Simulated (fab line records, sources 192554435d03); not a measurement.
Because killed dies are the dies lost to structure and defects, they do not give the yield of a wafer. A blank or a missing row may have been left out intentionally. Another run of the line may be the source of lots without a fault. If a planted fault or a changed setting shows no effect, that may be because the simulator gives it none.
Chamber matching :: flow n5-finfet :: 3 sister chambers for N5_BEOL_M2_PECVD_72 on pecvd-03
The step deposits SiO2 from TEOS/O2, target thk 16 nm, time 18 s. 6 wafers are shown with their chamber, then 11 later ones without.

WAFERS WITH THEIR CHAMBER
wafer: L083.1
chamber: 2
throttle-valve-pct (%): 21.9
showerhead-plenum-p-Torr (Torr): 8.87

wafer: L084.2
chamber: 2
throttle-valve-pct (%): 22.0
showerhead-plenum-p-Torr (Torr): 8.86

wafer: L088.1
chamber: 0
throttle-valve-pct (%): 23.1
showerhead-plenum-p-Torr (Torr): 8.73

wafer: L088.3
chamber: 1
throttle-valve-pct (%): 22.4
showerhead-plenum-p-Torr (Torr): 8.80

wafer: L088.4
chamber: 1
throttle-valve-pct (%): 22.4
showerhead-plenum-p-Torr (Torr): 8.80

wafer: L091.2
chamber: 0
throttle-valve-pct (%): 23.7
showerhead-plenum-p-Torr (Torr): 8.71

WAFERS WITHOUT THEIR CHAMBER
wafer: L091.5
throttle-valve-pct (%): 22.2
showerhead-plenum-p-Torr (Torr): 8.81

wafer: L091.6
throttle-valve-pct (%): 23.4
showerhead-plenum-p-Torr (Torr): 8.71

wafer: L092.1
throttle-valve-pct (%): 21.8
showerhead-plenum-p-Torr (Torr): 8.89

wafer: L092.4
throttle-valve-pct (%): 23.1
showerhead-plenum-p-Torr (Torr): 8.70

wafer: L092.6
throttle-valve-pct (%): 22.3
showerhead-plenum-p-Torr (Torr): 8.88

wafer: L093.3
throttle-valve-pct (%): 23.7
showerhead-plenum-p-Torr (Torr): 8.70

wafer: L093.4
throttle-valve-pct (%): 23.1
showerhead-plenum-p-Torr (Torr): 8.73

wafer: L093.6
throttle-valve-pct (%): 22.1
showerhead-plenum-p-Torr (Torr): 8.81

wafer: L097.1
throttle-valve-pct (%): 22.1
showerhead-plenum-p-Torr (Torr): 8.86

wafer: L097.2
throttle-valve-pct (%): 22.9
showerhead-plenum-p-Torr (Torr): 8.70

wafer: L097.5
throttle-valve-pct (%): 22.1
showerhead-plenum-p-Torr (Torr): 8.86

WHICH CHAMBER EACH ONE RAN IN
wafer: L091.5
from the rows above: 1
in truth: 1

wafer: L091.6
from the rows above: 0
in truth: 0

wafer: L092.1
from the rows above: 2
in truth: 2

wafer: L092.4
from the rows above: 0
in truth: 0

wafer: L092.6
from the rows above: 2
in truth: 2

wafer: L093.3
from the rows above: 0
in truth: 0

wafer: L093.4
from the rows above: 0
in truth: 0

wafer: L093.6
from the rows above: 1
in truth: 1

wafer: L097.1
from the rows above: 2
in truth: 2

wafer: L097.2
from the rows above: 0
in truth: 0

wafer: L097.5
from the rows above: 2
in truth: 2
Correct placement for 11 of the 11. From these rows, 0 cannot be placed. Wrongly placed: 0.
How it was worked out, from the rows above alone: a wafer's distance from a chamber is the root of the sum, over the readings, of the square of ((its reading less the chamber's mean) divided by the reading's scatter). If the next closest chamber is less than 2 further off than the closest, the wafer can't be placed; otherwise it belongs to the closest. Each chamber's mean is taken over the wafers shown for it. The scatter is the square root of a quotient: the sum, over the shown wafers, of each reading's squared deviation from its chamber's mean, divided by wafers minus chambers.
